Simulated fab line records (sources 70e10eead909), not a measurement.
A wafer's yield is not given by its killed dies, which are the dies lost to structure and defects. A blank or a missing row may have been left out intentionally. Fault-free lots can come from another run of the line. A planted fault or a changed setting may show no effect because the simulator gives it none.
fab line records	flow nand_harc
record lots=13	wafers=38	last_day=33
route steps=1302 shown A_SLIT@940 A_WL_FILL@956 END@1302
lots with no fault: from the same line, run without faults
start_h: the number of hours between the record's first day and the start of the first shown wafer of the lot	wait_h: hours elapsed since this lot's preceding step	" as in the row above	L1.1+2: a row that stands for several wafers	- no value present, or no start provided	* or withheld: withheld	< > ~ a bound
route shown NAME@n: a module of which the file shows steps, and the number in the route of the first	usual: mean and standard deviation over wafers with no fault	same: alike in all rows	chamber/n: place in a boat	sites: readings site by site	_std_site: standard deviation across them	_edge_site: the outer-site mean with the inner-site mean subtracted	radius_mm: how far each site lies from the wafer's centre	mask NAME#n: copy n	behind: the most recent tool/chamber to have shaped the wafer	hold: why the lot went on hold/how many hours it stayed there/how the hold came to an end	device: which transistor (n, p or np) failed to switch	end of line: at the end of the route, the tests of the same wafers	a step without rows: its recipe alone	killed: not the wafer's yield, but the dies lost to structure and defects at the first sort	map: per-die view of a wafer (x killed, . not killed, _ where there is no die)
set.NAME: the setting that was run; set.NAME@STEP: the one run at that earlier step	model.NAME: the simulator's own value behind a step, which no gauge read
route steps across a sampled set of lots; one table per step, one row per wafer
services: when a tool's chamber went out of use (start_h, in hours from the record's first day, below 0 if earlier), for how many hours, and the reason
## steps
# step NHARC_A_SLIT_ETCH_26
# recipe bias_v=400	source_w=2000	pressure_mtorr=25	time_s=90	ar_flow_sccm=375	c4f8_flow_sccm=41.7	o2_flow_sccm=83.3	target_depth_a=4000	chemistry=C4F8/O2/Ar
# usual chamber_pressure_mTorr=24.998/0.022	drypump_motor_current_A=6.2/0.37	showerhead_plenum_p_Torr=3.73/0.12	throttle_valve_pct=27.621/0.0094
lot.wafer	tool	chamber	start_h	wait_h	chamber_pressure_mTorr	drypump_motor_current_A	rf_hours_counter_h	showerhead_plenum_p_Torr	throttle_valve_pct
L441.4	har_etch-01	0	474.30	1.9	25.025	6.2	-	3.68	27.636
L441.5	"	0	"	"	24.989	6.2	-	3.68	27.608
L441.6	"	1	"	"	24.964	6.0	-	3.68	27.613
L443.3	har_etch-02	1	477.81	1.3	24.975	6.8	-	3.72	27.628
L443.6	"	0	"	"	25.029	5.8	-	3.95	27.629
L443.5	"	1	"	"	24.987	6.8	-	3.72	27.622
L445.3	har_etch-01	0	501.38	1.9	25.002	6.2	-	3.67	27.621
L445.4	"	1	"	"	24.991	6.0	-	3.67	27.607
L445.6	"	0	"	"	25.003	6.2	-	3.67	27.630
L446.1	har_etch-02	1	503.47	2.4	24.974	6.8	65	3.71	27.604
L446.5	"	0	"	"	24.997	5.8	-	3.94	27.621
L446.6	"	1	"	"	25.038	6.8	-	3.71	27.626
L447.1	har_etch-02	1	519.93	3.1	24.965	6.8	76	3.71	27.623
L447.2	"	0	"	"	25.029	5.8	76	3.94	27.621
L447.5	"	0	"	"	24.996	5.8	-	3.94	27.621
L451.3	har_etch-01	1	558.73	1.9	25.010	6.0	-	3.65	27.595
L451.6	"	1	"	"	25.035	6.0	-	3.65	27.616
L454.2	har_etch-01	0	596.84	3.0	24.972	6.2	336	3.64	27.603
L454.6	"	0	"	"	24.965	6.2	-	3.64	27.617
L454.5	"	1	"	"	24.984	6.0	-	3.64	27.620
L458.1	har_etch-01	0	632.50	3.0	24.933	6.2	355	3.63	27.624
L458.3	"	0	"	"	25.004	6.2	-	3.63	27.625
L458.6	"	0	"	"	25.010	6.2	-	3.63	27.624
L459.4	har_etch-02	0	633.50	1.3	25.032	5.8	-	3.90	27.621
L459.6	"	1	"	"	24.973	6.8	-	3.67	27.614
L459.5	"	0	"	"	24.975	5.8	-	3.90	27.627
L461.1	har_etch-01	1	661.14	3.0	24.983	6.0	370	3.62	27.628
L461.4	"	1	"	"	24.984	6.0	-	3.62	27.616
L461.3	"	0	"	"	25.001	6.2	-	3.62	27.621
L462.1	har_etch-02	0	661.49	3.0	25.029	5.9	157	3.89	27.613
L462.3	"	1	"	"	24.983	6.8	-	3.66	27.626
L462.5	"	1	"	"	24.986	6.8	-	3.66	27.616
L460.1	har_etch-01	1	664.95	3.0	25.022	6.0	374	3.62	27.601
L460.2	"	0	"	"	25.007	6.2	374	3.62	27.619
L460.4	"	0	"	"	25.004	6.2	-	3.62	27.628
L463.4	har_etch-01	1	687.18	1.9	24.975	6.0	-	3.61	27.622
L463.3	"	0	"	"	25.027	6.2	-	3.61	27.609
L463.5	"	0	"	"	24.944	6.1	-	3.61	27.638
# step NHARC_A_SLIT_CD_MEAS_21
# usual cd_nm=290.0/1
lot.wafer	tool	chamber	start_h	wait_h	cd_nm
L441.4	cd_sem-02	-	475.66	-	290.8
L441.5	"	-	"	"	290.2
L441.6	"	-	"	"	289.9
L443.3	cd_sem-02	-	479.14	-	289.2
L443.5	"	-	"	"	289.3
L443.6	"	-	"	"	289.1
L445.3	cd_sem-03	-	502.75	-	289.9
L445.4	"	-	"	"	290.2
L445.6	"	-	"	"	289.6
L446.1	cd_sem-03	-	504.85	-	289.9
L446.5	"	-	"	"	290.7
L446.6	"	-	"	"	290.2
L447.1	cd_sem-03	-	521.35	-	289.3
L447.2	"	-	"	"	290.9
L447.5	"	-	"	"	289.8
L451.3	cd_sem-01	-	560.09	-	291.7
L451.6	"	-	"	"	290.4
L454.2	cd_sem-01	-	598.28	-	289.6
L454.5	"	-	"	"	289.5
L454.6	"	-	"	"	288.1
L458.1	cd_sem-01	-	633.93	-	289.5
L458.3	"	-	"	"	288.0
L458.6	"	-	"	"	290.0
L459.4	cd_sem-03	-	634.83	-	289.6
L459.5	"	-	"	"	289.4
L459.6	"	-	"	"	290.0
L461.1	cd_sem-03	-	662.55	-	290.0
L461.3	"	-	"	"	290.3
L461.4	"	-	"	"	290.2
L462.1	cd_sem-01	-	662.91	-	290.2
L462.3	"	-	"	"	289.8
L462.5	"	-	"	"	288.2
L460.1	cd_sem-03	-	666.37	-	290.3
L460.2	"	-	"	"	290.0
L460.4	"	-	"	"	290.3
L463.3	cd_sem-02	-	688.54	-	290.1
L463.4	"	-	"	"	290.9
L463.5	"	-	"	"	290.1
# step NHARC_A_WL_FILL_CVD_03
# recipe target_thk_a=400	temp_c=300	pressure_torr=40	wf6_flow_sccm=40	h2_flow_sccm=1600	ar_flow_sccm=1560	time_s=279	material=W
# usual heater_power_w=454/30	throttle_valve_pct=7.88/0.17
lot.wafer	tool	chamber	start_h	wait_h	heater_power_w	throttle_valve_pct
L441.4	cvd_w-01	0	483.36	0.3	483	7.67
L441.6	"	0	"	"	483	7.89
L441.5	"	1	"	"	446	8.08
L443.3	cvd_w-02	1	486.82	0.2	448	7.85
L443.5	"	1	"	"	460	7.82
L443.6	"	0	"	"	433	8.00
L445.3	cvd_w-01	1	510.47	0.2	451	7.99
L445.4	"	0	"	"	492	7.75
L445.6	"	0	"	"	508	7.85
L446.1	cvd_w-02	1	512.47	0.1	446	7.64
L446.6	"	1	"	"	462	7.77
L446.5	"	0	"	"	421	7.79
L447.2	cvd_w-02	1	529.04	0.1	459	7.94
L447.1	"	0	"	"	423	7.83
L447.5	"	1	"	"	456	7.99
L451.3	cvd_w-02	0	568.74	0.2	425	8.28
L451.6	"	0	"	"	425	7.90
L454.2	cvd_w-02	1	605.98	0.1	453	7.98
L454.5	"	0	"	"	425	7.95
L454.6	"	1	"	"	448	7.77
L458.1	cvd_w-01	1	641.59	0.1	436	7.90
L458.3	"	1	"	"	405	7.83
L458.6	"	1	"	"	431	7.87
L459.4	cvd_w-01	0	642.00	0.5	498	7.74
L459.5	"	1	"	"	429	8.01
L459.6	"	0	"	"	492	8.03
L462.1	cvd_w-01	1	670.13	0.1	422	7.85
L462.3	"	1	"	"	428	7.86
L462.5	"	0	"	"	495	8.03
L461.1	cvd_w-02	1	670.14	0.1	495	7.84
L461.3	"	1	"	"	490	7.82
L461.4	"	0	"	"	405	8.00
L460.1	cvd_w-02	1	674.52	0.1	485	7.73
L460.2	"	0	"	"	404	7.64
L460.4	"	1	"	"	488	7.72
L463.3	cvd_w-02	1	696.34	0.2	485	8.05
L463.4	"	0	"	"	409	7.76
L463.5	"	1	"	"	489	8.05
# step NHARC_A_WL_FILL_STRIP_27
# recipe power_w=1500	temp_c=250	time_s=20	chemistry=N2/H2
# usual drypump_motor_current_A=5.7/0.45	heater_power_w=318/25
lot.wafer	tool	chamber	start_h	wait_h	drypump_motor_current_A	heater_power_w	rf_hours_counter_h
L441.4	plasma_asher-01	0	484.08	0.2	5.6	321	-
L441.5	"	1	"	"	5.1	303	-
L441.6	"	0	"	"	5.6	320	-
L443.3	plasma_asher-02	1	487.56	0.2	6.2	366	-
L443.6	"	0	"	"	6.1	327	-
L443.5	"	1	"	"	6.2	350	-
L445.4	plasma_asher-01	1	511.16	0.1	5.1	299	-
L445.3	"	0	"	"	5.6	310	-
L445.6	"	1	"	"	5.1	297	-
L446.1	plasma_asher-02	1	513.25	0.1	6.2	354	16
L446.5	"	0	"	"	6.1	333	-
L446.6	"	1	"	"	6.2	353	-
L447.2	plasma_asher-01	1	529.78	0.1	5.1	302	0
L447.1	"	0	"	"	5.6	299	0
L447.5	"	1	"	"	5.1	296	-
L451.3	plasma_asher-01	1	569.43	0.1	5.1	293	-
L451.6	"	0	"	"	5.6	298	-
L454.2	plasma_asher-01	1	606.71	0.1	5.1	300	15
L454.6	"	0	"	"	5.6	308	-
L454.5	"	1	"	"	5.1	304	-
L458.1	plasma_asher-01	0	642.29	0.1	5.7	299	24
L458.3	"	0	"	"	5.6	300	-
L458.6	"	0	"	"	5.6	304	-
L459.4	plasma_asher-02	1	642.66	0.2	6.2	375	-
L459.6	"	0	"	"	6.1	319	-
L459.5	"	1	"	"	6.2	371	-
L461.1	plasma_asher-01	0	670.90	0.1	5.6	306	29
L461.4	"	0	"	"	5.6	292	-
L461.3	"	1	"	"	5.1	302	-
L462.1	plasma_asher-02	1	670.90	0.1	6.2	367	12
L462.3	"	1	"	"	6.2	369	-
L462.5	"	0	"	"	6.1	321	-
L460.1	plasma_asher-01	1	675.28	0.1	5.1	303	31
L460.2	"	0	"	"	5.6	305	31
L460.4	"	1	"	"	5.1	288	-
L463.4	plasma_asher-02	0	697.03	0.1	6.1	310	-
L463.3	"	1	"	"	6.2	373	-
L463.5	"	1	"	"	6.2	378	-
# step NHARC_END_SORT_01
# recipe temp_c=25
# usual killed_at_array=58/20	killed_at_other=1.0/1.2	killed_at_periphery=4.1/3	killed_dies=63/20	killed_open=3.2/1.7	killed_short=2.5/1.5
# same gross_dies=677
lot.wafer	tool	chamber	start_h	wait_h	hold	killed_at_array	killed_at_other	killed_at_periphery	killed_dies	killed_open	killed_short
L441.4	prober-01	0	582.05	3.4	-	74	0	2	76	4	4
L441.5	prober-01	0	582.85	3.7	-	65	1	2	68	1	2
L441.6	prober-01	0	583.65	4.0	-	63	0	0	63	1	0
L443.3	prober-01	0	589.14	3.1	-	64	3	8	75	2	3
L443.5	prober-01	0	590.75	3.7	-	41	0	6	47	6	4
L443.6	prober-01	0	591.55	4.0	-	51	1	5	57	2	3
L446.1	prober-02	0	605.02	2.5	-	29	2	1	32	1	4
L446.5	prober-02	0	608.20	3.7	-	28	1	2	31	4	4
L446.6	prober-02	0	608.99	4.0	-	21	1	7	29	9	2
L445.3	prober-01	0	609.46	3.1	-	102	1	8	111	4	2
L445.4	prober-01	0	610.27	3.4	-	79	2	2	83	2	2
L445.6	prober-01	0	611.88	4.0	-	82	4	7	93	5	2
L447.1	prober-02	0	621.56	2.5	-	59	0	1	60	3	1
L447.2	prober-02	0	622.36	2.8	-	57	0	0	57	0	2
L447.5	prober-02	0	624.73	3.7	-	67	0	2	69	4	1
L451.3	prober-01	0	702.08	3.1	await_dispo/1.2h/release	670	0	7	677	1	2
L451.6	prober-01	0	704.46	4.0	await_dispo/1.2h/release	671	2	4	677	0	2
L458.1	prober-02	0	735.06	2.5	-	72	1	1	74	4	1
L458.3	prober-02	0	736.68	3.1	-	70	0	3	73	4	7
L458.6	prober-02	0	739.10	4.0	-	57	0	3	60	3	3
L454.2	prober-01	0	740.82	2.8	await_dispo/3.2h/release	50	0	1	51	3	3
L454.5	prober-01	0	743.22	3.7	await_dispo/3.2h/release	673	1	3	677	4	4
L454.6	prober-01	0	744.02	4.0	await_dispo/3.2h/release	60	2	2	64	3	4
L459.4	prober-01	0	744.04	3.4	-	89	0	4	93	5	4
L459.5	prober-01	0	744.84	3.7	-	67	3	1	71	1	4
L459.6	prober-01	0	745.63	4.0	-	77	2	3	82	5	2
L460.1	prober-02	0	768.43	2.5	-	75	4	8	87	1	3
L460.2	prober-02	0	769.23	2.8	-	82	1	6	89	4	2
L460.4	prober-02	0	770.84	3.4	-	78	3	6	87	2	0
L461.1	prober-01	0	768.51	2.6	-	64	2	4	70	4	2
L461.3	prober-01	0	770.13	3.2	-	52	0	5	57	4	4
L461.4	prober-01	0	770.94	3.5	-	48	3	3	54	4	1
L462.1	prober-02	0	776.25	2.5	-	61	1	3	65	3	2
L462.3	prober-02	0	777.89	3.1	-	69	0	6	75	4	0
L462.5	prober-02	0	779.52	3.8	-	57	1	1	59	4	4
L463.3	prober-02	0	787.70	3.1	-	46	0	3	49	2	1
L463.4	prober-02	0	788.51	3.4	-	41	2	2	45	3	0
L463.5	prober-02	0	789.31	3.7	-	44	2	0	46	2	5
# killed by level:class
L441.4 A_CHANNEL_HOLE_D2:chamber_film_flake=28 A_SLIT:chamber_film_flake=24 A_STAIRCASE:chamber_film_flake=10 A_CONTACT:chamber_film_flake=3 A_CHANNEL_FILL_D2:geometric_particle:short=2 A_CHANNEL_HOLE_D1:chamber_film_flake=2 P_CONTACT:geometric_particle:open=1 P_CONTACT:geometric_particle:short=1
L441.5 A_CHANNEL_HOLE_D2:chamber_film_flake=30 A_SLIT:chamber_film_flake=23 A_STAIRCASE:chamber_film_flake=5 A_CONTACT:chamber_film_flake=4 P_M2:geometric_particle:open=1 A_CHANNEL_HOLE_D2:geometric_particle:short=1 A_M0:geometric_particle:short=1 P_M0:chamber_film_flake=1
L441.6 A_SLIT:chamber_film_flake=26 A_CHANNEL_HOLE_D2:chamber_film_flake=22 A_STAIRCASE:chamber_film_flake=7 A_CONTACT:chamber_film_flake=5 A_CONTACT:geometric_particle:open=1 A_CHANNEL_HOLE_D1:chamber_film_flake=1 A_WL_FILL:chamber_film_flake=1
L443.3 A_CHANNEL_HOLE_D1:chamber_film_flake=29 A_CHANNEL_HOLE_D2:chamber_film_flake=25 P_M1:chamber_film_flake=4 A_CONTACT:chamber_film_flake=4 THIN_TSV:chamber_film_flake=3 P_STI:chamber_film_flake=2 P_M0:geometric_particle:short=1 A_SOURCE_PLATE:geometric_particle:short=1
L443.5 A_CHANNEL_HOLE_D2:chamber_film_flake=14 A_CHANNEL_HOLE_D1:chamber_film_flake=13 A_DECK1_JOINT:chamber_film_flake=3 A_CHANNEL_FILL_D2:geometric_particle:open=2 A_CONTACT:chamber_film_flake=2 P_GATE:geometric_particle:open=1 P_CONTACT:geometric_particle:open=1 P_M0:geometric_particle:open=1
L443.6 A_CHANNEL_HOLE_D2:chamber_film_flake=22 A_CHANNEL_HOLE_D1:chamber_film_flake=16 A_CONTACT:chamber_film_flake=4 P_M1:chamber_film_flake=3 A_WL_FILL:chamber_film_flake=2 P_GATE:geometric_particle:open=1 A_CHANNEL_HOLE_D1:geometric_particle:short=1 A_ONON_D2:geometric_particle:short=1
L446.1 A_CHANNEL_HOLE_D2:chamber_film_flake=12 A_CONTACT:chamber_film_flake=9 A_CHANNEL_HOLE_D1:chamber_film_flake=3 THIN_TSV:chamber_film_flake=2 A_ONON_D2:geometric_particle:short=1 A_WL_FILL:geometric_particle:short=1 A_M0:geometric_particle:open=1 A_M0:geometric_particle:short=1
L446.5 A_CHANNEL_HOLE_D2:chamber_film_flake=9 A_CONTACT:chamber_film_flake=7 A_CHANNEL_HOLE_D1:chamber_film_flake=2 P_M0:geometric_particle:open=1 A_DECK1_JOINT:geometric_particle:short=1 A_CHANNEL_FILL_D2:geometric_particle:open=1 A_CHANNEL_FILL_D2:geometric_particle:short=1 A_SGD_CUT:geometric_particle:short=1
L446.6 A_CHANNEL_HOLE_D2:chamber_film_flake=9 P_CONTACT:geometric_particle:open=3 A_CHANNEL_HOLE_D1:chamber_film_flake=3 P_M0:geometric_particle:open=2 A_M0:geometric_particle:open=2 A_CONTACT:chamber_film_flake=2 A_CHANNEL_FILL_D1:geometric_particle:short=1 A_ONON_D2:geometric_particle:open=1
L445.3 A_SLIT:chamber_film_flake=39 A_CHANNEL_HOLE_D1:chamber_film_flake=31 A_CHANNEL_HOLE_D2:chamber_film_flake=24 P_BONDPAD:chamber_film_flake=3 A_ZERO_WELL:chamber_film_flake=3 P_M1:geometric_particle:open=2 P_CONTACT:geometric_particle:short=1 A_SOURCE_PLATE:geometric_particle:short=1
L445.4 A_SLIT:chamber_film_flake=30 A_CHANNEL_HOLE_D2:chamber_film_flake=22 A_CHANNEL_HOLE_D1:chamber_film_flake=17 A_STAIRCASE:chamber_film_flake=3 A_CONTACT:chamber_film_flake=2 THIN_TSV:chamber_film_flake=2 P_M0:geometric_particle:short=1 A_ONON_D1:geometric_particle:open=1
L445.6 A_SLIT:chamber_film_flake=29 A_CHANNEL_HOLE_D2:chamber_film_flake=21 A_CHANNEL_HOLE_D1:chamber_film_flake=21 THIN_TSV:chamber_film_flake=4 P_STI:chamber_film_flake=2 P_M2:chamber_film_flake=2 P_BONDPAD:chamber_film_flake=2 A_SGD_CUT:chamber_film_flake=2
L447.1 A_CHANNEL_HOLE_D1:chamber_film_flake=26 A_CHANNEL_HOLE_D2:chamber_film_flake=13 A_CHANNEL_FILL_D1:chamber_film_flake=3 A_CONTACT:chamber_film_flake=3 A_M0:chamber_film_flake=3 A_SGD_CUT:geometric_particle:open=2 A_SGD_CUT:chamber_film_flake=2 A_SLIT:chamber_film_flake=2
L447.2 A_CHANNEL_HOLE_D1:chamber_film_flake=22 A_CHANNEL_HOLE_D2:chamber_film_flake=18 A_WL_FILL:chamber_film_flake=5 A_CONTACT:chamber_film_flake=3 A_CHANNEL_FILL_D1:chamber_film_flake=2 A_STAIRCASE:chamber_film_flake=2 A_M0:chamber_film_flake=2 A_DECK1_JOINT:geometric_particle:short=1
L447.5 A_CHANNEL_HOLE_D1:chamber_film_flake=29 A_CHANNEL_HOLE_D2:chamber_film_flake=16 A_STAIRCASE:chamber_film_flake=4 A_CHANNEL_FILL_D1:chamber_film_flake=3 A_WL_FILL:chamber_film_flake=3 A_M0:chamber_film_flake=3 P_GATE:geometric_particle:open=1 A_ONON_D1:geometric_particle:open=1
L451.3 A_WL_FILL:area_cvd=603 A_SLIT:chamber_film_flake=30 A_CHANNEL_HOLE_D2:chamber_film_flake=17 A_CONTACT:chamber_film_flake=8 A_CHANNEL_HOLE_D1:chamber_film_flake=6 P_GATE:geometric_particle:short=2 P_STI:chamber_film_flake=2 P_M2:chamber_film_flake=2
L451.6 A_WL_FILL:area_cvd=605 A_SLIT:chamber_film_flake=36 A_CHANNEL_HOLE_D2:chamber_film_flake=15 A_CONTACT:chamber_film_flake=8 P_STI:chamber_film_flake=3 A_CHANNEL_HOLE_D1:chamber_film_flake=2 A_DECK1_JOINT:chamber_film_flake=2 A_DECK1_JOINT:geometric_particle:short=1
L458.1 A_SLIT:chamber_film_flake=37 A_CHANNEL_HOLE_D1:chamber_film_flake=17 A_CONTACT:chamber_film_flake=7 A_DECK1_JOINT:chamber_film_flake=2 A_ONON_D2:geometric_particle:open=1 A_SGD_CUT:geometric_particle:open=1 A_WL_FILL:geometric_particle:short=1 A_BLC:geometric_particle:open=1
L458.3 A_SLIT:chamber_film_flake=39 A_CHANNEL_HOLE_D1:chamber_film_flake=14 A_CONTACT:chamber_film_flake=4 A_M0:geometric_particle:short=3 A_ONON_D1:geometric_particle:open=2 A_WL_FILL:chamber_film_flake=2 P_GATE:geometric_particle:short=1 P_CONTACT:geometric_particle:short=1
L458.6 A_SLIT:chamber_film_flake=27 A_CHANNEL_HOLE_D1:chamber_film_flake=13 A_CONTACT:chamber_film_flake=8 A_STAIRCASE:chamber_film_flake=2 A_WL_FILL:chamber_film_flake=2 P_CONTACT:geometric_particle:short=1 P_M2:geometric_particle:open=1 A_CHANNEL_FILL_D1:geometric_particle:open=1
L454.2 A_SLIT:chamber_film_flake=29 A_STAIRCASE:chamber_film_flake=7 A_CHANNEL_HOLE_D1:chamber_film_flake=6 A_CONTACT:chamber_film_flake=3 A_CHANNEL_FILL_D1:geometric_particle:short=2 P_M0:geometric_particle:open=1 A_ONON_D1:geometric_particle:open=1 A_CHANNEL_FILL_D2:geometric_particle:open=1
L454.5 A_WL_FILL:area_cvd=615 A_SLIT:chamber_film_flake=34 A_CHANNEL_HOLE_D1:chamber_film_flake=10 A_STAIRCASE:chamber_film_flake=7 P_CONTACT:geometric_particle:open=1 P_M1:geometric_particle:open=1 A_ONON_D1:geometric_particle:short=1 A_DECK1_JOINT:geometric_particle:open=1
L454.6 A_SLIT:chamber_film_flake=28 A_CHANNEL_HOLE_D1:chamber_film_flake=12 A_STAIRCASE:chamber_film_flake=5 A_CONTACT:chamber_film_flake=5 A_WL_FILL:chamber_film_flake=3 A_M0:geometric_particle:short=2 P_GATE:chamber_film_flake=2 A_CHANNEL_FILL_D2:geometric_particle:open=1
L459.4 A_CHANNEL_HOLE_D2:chamber_film_flake=32 A_CHANNEL_HOLE_D1:chamber_film_flake=29 A_SLIT:chamber_film_flake=13 A_CONTACT:chamber_film_flake=4 P_GATE:chamber_film_flake=3 A_CHANNEL_FILL_D1:geometric_particle:short=2 A_WL_FILL:geometric_particle:short=2 P_CONTACT:geometric_particle:open=1
L459.5 A_CHANNEL_HOLE_D1:chamber_film_flake=23 A_CHANNEL_HOLE_D2:chamber_film_flake=22 A_SLIT:chamber_film_flake=9 A_CONTACT:chamber_film_flake=7 THIN_TSV:chamber_film_flake=3 A_WL_FILL:geometric_particle:short=2 A_M0:geometric_particle:open=1 A_M0:geometric_particle:short=1
L459.6 A_CHANNEL_HOLE_D1:chamber_film_flake=31 A_CHANNEL_HOLE_D2:chamber_film_flake=27 A_SLIT:chamber_film_flake=8 A_CONTACT:chamber_film_flake=4 A_CHANNEL_FILL_D1:geometric_particle:short=2 P_GATE:chamber_film_flake=2 THIN_TSV:chamber_film_flake=2 P_M1:geometric_particle:open=1
L460.1 A_SLIT:chamber_film_flake=34 A_CHANNEL_HOLE_D2:chamber_film_flake=27 P_GATE:chamber_film_flake=4 P_M1:chamber_film_flake=4 THIN_TSV:chamber_film_flake=4 A_CHANNEL_HOLE_D1:unspecified=2 A_STAIRCASE:chamber_film_flake=2 A_CHANNEL_HOLE_D1:geometric_particle:short=1
L461.1 A_SLIT:chamber_film_flake=36 A_CHANNEL_HOLE_D1:chamber_film_flake=20 P_M1:chamber_film_flake=2 THIN_TSV:chamber_film_flake=2 P_CONTACT:geometric_particle:open=1 P_M0:geometric_particle:open=1 A_CHANNEL_FILL_D1:geometric_particle:short=1 A_DECK1_JOINT:geometric_particle:short=1
L460.2 A_SLIT:chamber_film_flake=36 A_CHANNEL_HOLE_D2:chamber_film_flake=35 P_M1:chamber_film_flake=3 A_CHANNEL_FILL_D1:chamber_film_flake=2 P_GATE:geometric_particle:open=1 A_DECK1_JOINT:geometric_particle:open=1 A_ONON_D2:geometric_particle:short=1 A_CHANNEL_FILL_D2:geometric_particle:open=1
L461.3 A_SLIT:chamber_film_flake=36 A_CHANNEL_HOLE_D1:chamber_film_flake=8 P_M1:chamber_film_flake=4 A_ONON_D2:geometric_particle:short=2 P_GATE:geometric_particle:short=1 A_CHANNEL_FILL_D1:geometric_particle:open=1 A_CHANNEL_FILL_D2:geometric_particle:open=1 A_SLIT:geometric_particle:open=1
L460.4 A_SLIT:chamber_film_flake=39 A_CHANNEL_HOLE_D2:chamber_film_flake=29 P_M1:chamber_film_flake=5 A_CONTACT:chamber_film_flake=4 THIN_TSV:chamber_film_flake=3 P_GATE:geometric_particle:open=1 A_CHANNEL_FILL_D2:geometric_particle:open=1 A_CHANNEL_HOLE_D1:unspecified=1
L461.4 A_SLIT:chamber_film_flake=24 A_CHANNEL_HOLE_D1:chamber_film_flake=17 A_CHANNEL_HOLE_D2:geometric_particle:open=2 P_M1:chamber_film_flake=2 A_M1:chamber_film_flake=2 THIN_TSV:chamber_film_flake=2 P_GATE:geometric_particle:open=1 A_M0:geometric_particle:open=1
L462.1 A_CHANNEL_HOLE_D2:chamber_film_flake=24 A_CHANNEL_HOLE_D1:chamber_film_flake=15 A_SLIT:chamber_film_flake=6 A_CONTACT:chamber_film_flake=5 A_SGD_CUT:chamber_film_flake=3 P_GATE:chamber_film_flake=2 A_STAIRCASE:chamber_film_flake=2 P_M0:geometric_particle:open=1
L462.3 A_CHANNEL_HOLE_D2:chamber_film_flake=32 A_CHANNEL_HOLE_D1:chamber_film_flake=19 A_SLIT:chamber_film_flake=8 A_CONTACT:chamber_film_flake=6 P_GATE:chamber_film_flake=2 A_SGD_CUT:chamber_film_flake=2 P_STI:geometric_particle:open=1 P_CONTACT:geometric_particle:open=1
L462.5 A_CHANNEL_HOLE_D2:chamber_film_flake=23 A_CHANNEL_HOLE_D1:chamber_film_flake=13 A_SLIT:chamber_film_flake=7 A_CONTACT:chamber_film_flake=6 A_DECK1_JOINT:geometric_particle:short=2 P_CONTACT:geometric_particle:open=1 A_CHANNEL_FILL_D1:geometric_particle:short=1 A_ONON_D2:geometric_particle:open=1
L463.3 A_SLIT:chamber_film_flake=37 A_CONTACT:chamber_film_flake=3 A_DECK1_JOINT:chamber_film_flake=2 A_CHANNEL_HOLE_D2:chamber_film_flake=2 P_M1:geometric_particle:short=1 A_CHANNEL_FILL_D1:geometric_particle:open=1 A_M0:geometric_particle:open=1 P_STI:chamber_film_flake=1
L463.4 A_SLIT:chamber_film_flake=31 A_CONTACT:chamber_film_flake=5 P_M2:chamber_film_flake=2 A_ONON_D1:geometric_particle:open=1 A_CHANNEL_HOLE_D1:geometric_particle:open=1 A_CHANNEL_FILL_D1:geometric_particle:open=1 A_DECK1_JOINT:chamber_film_flake=1 A_STAIRCASE:chamber_film_flake=1
L463.5 A_SLIT:chamber_film_flake=34 A_DECK1_JOINT:geometric_particle:short=2 A_WL_FILL:geometric_particle:short=2 A_CONTACT:chamber_film_flake=2 A_ONON_D1:geometric_particle:short=1 A_ONON_D2:geometric_particle:open=1 STARTING-WAFER:geometric_particle:open=1 A_ZERO_WELL:chamber_film_flake=1
## services
tool	chamber	start_h	hours	kind
cvd_w-02	-	450.48	13.0	pm
cvd_w-02	0	450.48	13.0	vent_cycle
cvd_w-02	1	450.48	13.0	vent_cycle
plasma_asher-01	-	451.33	1.3	repair
cvd_w-02	0	463.48	-	clean
cvd_w-02	1	463.48	-	clean
plasma_asher-01	-	519.15	9.0	pm
plasma_asher-01	0	519.15	9.0	vent_cycle
plasma_asher-01	1	519.15	9.0	vent_cycle
plasma_asher-01	0	528.15	-	clean
plasma_asher-01	1	528.15	-	clean
cvd_w-01	-	548.10	13.0	pm
cvd_w-01	0	548.10	13.0	vent_cycle
cvd_w-01	1	548.10	13.0	vent_cycle
plasma_asher-02	-	603.00	9.0	pm
cvd_w-01	-	630.11	0.7	repair
cvd_w-02	-	631.48	13.0	pm
cvd_w-02	0	631.48	13.0	vent_cycle
cvd_w-02	1	631.48	13.0	vent_cycle
cvd_w-02	0	644.48	-	clean
cvd_w-02	1	644.48	-	clean
plasma_asher-01	-	696.15	9.0	pm
plasma_asher-01	0	696.15	9.0	vent_cycle
plasma_asher-01	1	696.15	9.0	vent_cycle
## key
first_sign step=NHARC_END_SORT_01	reading=killed_dies	direction=up	sigmas=31	usual=63	struck=677
effect step=NHARC_END_SORT_01	reading=killed_at_array	direction=up	sigmas=31	usual=58	struck=671
more_kills_born_at NHARC_A_WL_FILL_CVD_03@cvd_w-02=1823
met_at NHARC_A_WL_FILL_CVD_03
struck_lots L451,L454
struck_wafers L451.3,L451.6,L454.5
later_rows_left_out L451.3,L451.6,L454.5
tester_left_out L451,L454
not_acting_at NHARC_A_SLIT_ETCH_26,NHARC_A_SLIT_CD_MEAS_21,NHARC_A_WL_FILL_STRIP_27
onset_between 529.04 568.74
fault kind=process_parameter_drift	tool=cvd_w-02	chamber=0	onset_h=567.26	steps=NHARC_A_WL_FILL_CVD_03	channel=target_thk_a	offset=*	shape=step	end_h=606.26	acts_in=*	stated=*
# tester_left_out: of these lots the tester's yield and bins aren't shown, on N5 and GAA mostly nor the transistor test; their killed dies are dies lost to structure and defects alone, not to doping, threshold or leakage, so they don't give the yield
# later_rows_left_out: the simulator's readings of these wafers behind a module that went badly wrong aren't trusted and aren't shown, but for the sort
